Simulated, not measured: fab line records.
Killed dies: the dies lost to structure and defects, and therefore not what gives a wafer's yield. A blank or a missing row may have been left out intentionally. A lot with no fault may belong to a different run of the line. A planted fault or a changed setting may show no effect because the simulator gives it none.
Chamber matching	flow n5Finfet	N5_GATE_CUT_STRIP_59 on rieDiel-05: 4 sister chambers
The step strips in N2/H2, time 20 s. 20 wafers are shown with their chamber, then 10 later ones without.

WAFERS WITH THEIR CHAMBER
wafer	chamber	throttleValvePct (%)	drypumpMotorCurrentA (A)	showerheadPlenumPTorr (Torr)
L076.1	0	12.25	5.78	3.35
L076.5	0	12.26	5.83	3.35
L076.6	3	11.80	5.75	3.30
L077.1	2	12.56	5.66	3.34
L077.2	3	11.81	5.77	3.30
L077.5	0	12.26	5.76	3.35
L078.2	2	12.55	5.65	3.34
L078.3	0	12.28	5.80	3.35
L078.6	2	12.55	5.67	3.34
L082.1	1	12.29	5.20	3.22
L082.2	3	11.81	5.77	3.29
L082.5	3	11.82	5.77	3.29
L087.1	0	12.28	5.80	3.34
L087.2	1	12.32	5.16	3.21
L087.3	3	11.82	5.77	3.29
L087.4	2	12.59	5.68	3.33
L087.5	3	11.85	5.78	3.29
L087.6	0	12.28	5.75	3.34
L092.3	2	12.59	5.67	3.33
L092.4	3	11.86	5.78	3.29

SIGNATURES (means of the wafers above)
reading	chamber 0	chamber 1	chamber 2	chamber 3	scatter within a chamber
throttleValvePct	12.2683	12.3050	12.5680	11.8243	0.0193
drypumpMotorCurrentA	5.7867	5.1800	5.6660	5.7700	0.0198
showerheadPlenumPTorr	3.3467	3.2150	3.3360	3.2929	0.00528
Rule: for a wafer and a chamber, the distance is found by dividing, reading by reading, the gap between the wafer's reading and the chamber's mean by the reading's scatter, squaring, summing and taking the root. If the next closest chamber is less than 2 further off than the closest, the wafer can't be placed; otherwise it belongs to the closest. How the scatter is found: for the shown wafers, subtract from each reading the mean of its chamber, square and add these, divide the total by (wafers less chambers), then take the root.

WAFERS WITHOUT THEIR CHAMBER
wafer	throttleValvePct (%)	drypumpMotorCurrentA (A)	showerheadPlenumPTorr (Torr)
L092.5	12.61	5.69	3.33
L095.1	12.34	5.19	3.20
L095.5	12.62	5.65	3.32
L095.6	11.87	5.78	3.28
L097.1	12.35	5.79	3.33
L097.2	12.63	5.68	3.32
L097.3	12.37	5.20	3.20
L097.4	11.88	5.77	3.28
L097.5	11.88	5.76	3.28
L097.6	12.65	5.69	3.32

EACH ONE'S CHAMBER
wafer	from the rows above	in truth
L092.5	2	2
L095.1	1	1
L095.5	2	2
L095.6	3	3
L097.1	0	0
L097.2	2	2
L097.3	1	1
L097.4	3	3
L097.5	3	3
L097.6	2	2
10 of 10 placed correctly. Number that these rows cannot place: 0. Wrongly placed: 0.
